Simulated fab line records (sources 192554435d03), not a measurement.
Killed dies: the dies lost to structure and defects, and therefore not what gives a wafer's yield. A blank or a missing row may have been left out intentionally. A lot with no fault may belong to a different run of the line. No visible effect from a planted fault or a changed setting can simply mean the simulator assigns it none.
2 desks, one fault + flow n5Finfet + what lay behind the numbers comes last; until then each desk has only its own

## FROM THE METROLOGY DESK
Means of the sampled wafers that have a number, per lot and without regard to the tool the lot ran on: this is what the gauges read. A lot is out of limits, marked OUT, if its mean lies more than 4 standard deviations from the usual mean; the brackets give that distance. Shown here are 7 of its 10 readings, the ones lying furthest out on some lot.
Columns: A = DIBL_N at N5_BEOL_M4_RC_MEAS_101, usual 36.6 mV/V; B = DIBL_P at N5_BEOL_M4_RC_MEAS_101, usual 36.4 mV/V; C = IOFF_N at N5_BEOL_M4_RC_MEAS_101, usual 0.167 nA/um; D = ION_N at N5_BEOL_M4_RC_MEAS_101, usual 678 uA/um; E = SS_N at N5_BEOL_M4_RC_MEAS_101, usual 71.5 mV/dec; F = SS_P at N5_BEOL_M4_RC_MEAS_101, usual 73.4 mV/dec; G = VT_P at N5_BEOL_M4_RC_MEAS_101, usual -249 mV
| lot  | first seen here | A    | B    | C     | D   | E    | F    | G    |
|------|-----------------|------|------|-------|-----|------|------|------|
| L739 | day 9 06:21     | 38.5 | 36.3 | 0.188 | 684 | 71.7 | 73.4 | -248 |
| L743 | day 9 09:05     | 35.4 | 34.1 | 0.140 | 669 | 72.1 | 72.4 | -247 |
| L742 | day 9 10:55     | 37.9 | 36.9 | 0.181 | 694 | 71.6 | 73.7 | -245 |
| L745 | day 10 17:10    | 36.1 | 36.4 | 0.140 | 676 | 71.3 | 73.0 | -254 |
| L749 | day 11 14:51    | 34.5 | 35.5 | 0.156 | 678 | 71.2 | 73.2 | -245 |
| L753 | day 13 08:50    | 37.8 | 36.9 | 0.196 | 675 | 72.5 | 73.9 | -245 |
| L751 | day 13 17:03    | 36.1 | 37.8 | 0.177 | 672 | 71.9 | 74.1 | -252 |
| L761 | day 15 15:25    | 36.0 | 36.7 | 0.155 | 678 | 71.3 | 72.5 | -251 |
| L760 | day 15 22:28    | 37.6 | 37.3 | 0.204 | 694 | 71.6 | 74.1 | -248 |
This desk's verdict: no lot among the 9 shows anything out of limits.

## TOOL OWNER'S DESK, cmp-02
The tool's own readings at N5_MOL_CONTACT_COAG_CMP_52 (polishes, stops on SiO2, t overpolish 1.5 s, target thk 66.5 nm): means of the sampled wafers that have a number, for each lot that ran on this tool. A lot is out of limits, marked OUT, if its mean lies more than 4 standard deviations from the usual mean; the brackets give that distance.
Columns: A = motorCurrentA at N5_MOL_CONTACT_COAG_CMP_52, usual 11.6 A; B = overpolishRunS at N5_MOL_CONTACT_COAG_CMP_52, usual 1.500 s; C = platenRpm at N5_MOL_CONTACT_COAG_CMP_52, usual 50.29 rpm; D = timeToEndpointS at N5_MOL_CONTACT_COAG_CMP_52, usual 13.6 s
| lot  | first seen here | A    | B     | C               | D    |
|------|-----------------|------|-------|-----------------|------|
| L739 | day 5 15:35     | 12.7 | 1.509 | 50.26           | 18.0 |
| L743 | day 6 13:13     | 12.1 | 1.500 | 50.28           | 13.0 |
| L745 | day 7 00:02     | 12.7 | 1.501 | 50.33           | 12.3 |
| L749 | day 7 22:36     | 10.9 | 1.498 | 50.30           | 11.2 |
| L751 | day 8 14:49     | 10.9 | 1.511 | 49.61 (-21) OUT | 12.7 |
| L753 | day 9 09:07     | 12.1 | 1.490 | 49.65 (-20) OUT | 12.9 |
Finding of this desk: L751, L753 out of limits; the first was L751 at day 8 14:49, on platenRpm at N5_MOL_CONTACT_COAG_CMP_52. In limits: L739, L743, L745, L749.

## ALL TOGETHER
The tool owner's desk had the chance to raise an alarm at day 8 14:49 on L751, L753.
From the metrology desk's view, nothing was out of limits.
The metrology desk holds a record of L751, L753, inside its limits.
N5_MOL_CONTACT_COAG_CMP_52 was run on cmp-02 by each of the lots named.

## WHAT HAD BEEN PUT IN BY THE SIMULATOR
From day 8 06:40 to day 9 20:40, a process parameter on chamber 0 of cmp-02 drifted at N5_MOL_CONTACT_COAG_CMP_52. The setting platenRpm was moved by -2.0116, starting from 50.289. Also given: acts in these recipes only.
Shown lots that were struck: L751, L753.
Time in hours from fault onset to the first out-of-limits reading at each desk: the tool owner's desk, 8.
